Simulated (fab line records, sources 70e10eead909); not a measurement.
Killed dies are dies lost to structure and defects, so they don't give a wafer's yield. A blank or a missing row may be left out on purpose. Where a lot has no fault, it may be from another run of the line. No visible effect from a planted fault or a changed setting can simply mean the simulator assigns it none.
Chamber matching :: flow nandHarc :: 4 sister chambers for NHARC_A_CONTACT_ETCH_90 on rieDiel-08
The step etches the open film in CH3F/O2, target depth 40 nm, time 85.7 s. 8 wafers are shown with their chamber, then 7 later ones without.

## WAFERS PAIRED WITH THEIR CHAMBERS
wafer: L077.5
chamber: 3
showerheadPlenumPTorr (Torr): 2.52
drypumpMotorCurrentA (A): 6.0

wafer: L077.3
chamber: 1
showerheadPlenumPTorr (Torr): 2.39
drypumpMotorCurrentA (A): 5.2

wafer: L077.4
chamber: 0
showerheadPlenumPTorr (Torr): 2.50
drypumpMotorCurrentA (A): 5.5

wafer: L080.3
chamber: 2
showerheadPlenumPTorr (Torr): 2.64
drypumpMotorCurrentA (A): 5.6

wafer: L080.5
chamber: 1
showerheadPlenumPTorr (Torr): 2.39
drypumpMotorCurrentA (A): 5.2

wafer: L080.6
chamber: 2
showerheadPlenumPTorr (Torr): 2.65
drypumpMotorCurrentA (A): 5.6

wafer: L078.2
chamber: 0
showerheadPlenumPTorr (Torr): 2.49
drypumpMotorCurrentA (A): 5.5

wafer: L078.4
chamber: 3
showerheadPlenumPTorr (Torr): 2.52
drypumpMotorCurrentA (A): 6.1

## WAFERS WHOSE CHAMBER IS MISSING
wafer: L078.5
showerheadPlenumPTorr (Torr): 2.52
drypumpMotorCurrentA (A): 6.0

wafer: L085.1
showerheadPlenumPTorr (Torr): 2.51
drypumpMotorCurrentA (A): 6.0

wafer: L085.3
showerheadPlenumPTorr (Torr): 2.64
drypumpMotorCurrentA (A): 5.6

wafer: L085.4
showerheadPlenumPTorr (Torr): 2.38
drypumpMotorCurrentA (A): 5.2

wafer: L097.1
showerheadPlenumPTorr (Torr): 2.50
drypumpMotorCurrentA (A): 6.0

wafer: L097.4
showerheadPlenumPTorr (Torr): 2.62
drypumpMotorCurrentA (A): 5.6

wafer: L097.6
showerheadPlenumPTorr (Torr): 2.48
drypumpMotorCurrentA (A): 5.6

## WHICH CHAMBER EACH WENT THROUGH
wafer: L078.5
from the rows above: 3
in truth: 3

wafer: L085.1
from the rows above: 3
in truth: 3

wafer: L085.3
from the rows above: 2
in truth: 2

wafer: L085.4
from the rows above: 1
in truth: 1

wafer: L097.1
from the rows above: 3
in truth: 3

wafer: L097.4
from the rows above: 2
in truth: 2

wafer: L097.6
from the rows above: 0
in truth: 0
Placed correctly: 7 of 7. Number that these rows cannot place: 0. 0 placed wrongly.
How it was worked out, from the rows above alone: a wafer's distance from a chamber is the root of the sum, over the readings, of the square of ((its reading less the chamber's mean) divided by the reading's scatter). If the next closest chamber is less than 2 further off than the closest, the wafer can't be placed; otherwise it belongs to the closest. Each chamber's mean is taken over the wafers shown for it. The scatter: take each reading less its chamber's mean, square it, sum over the shown wafers, divide by the number of wafers less the number of chambers, and take the root.
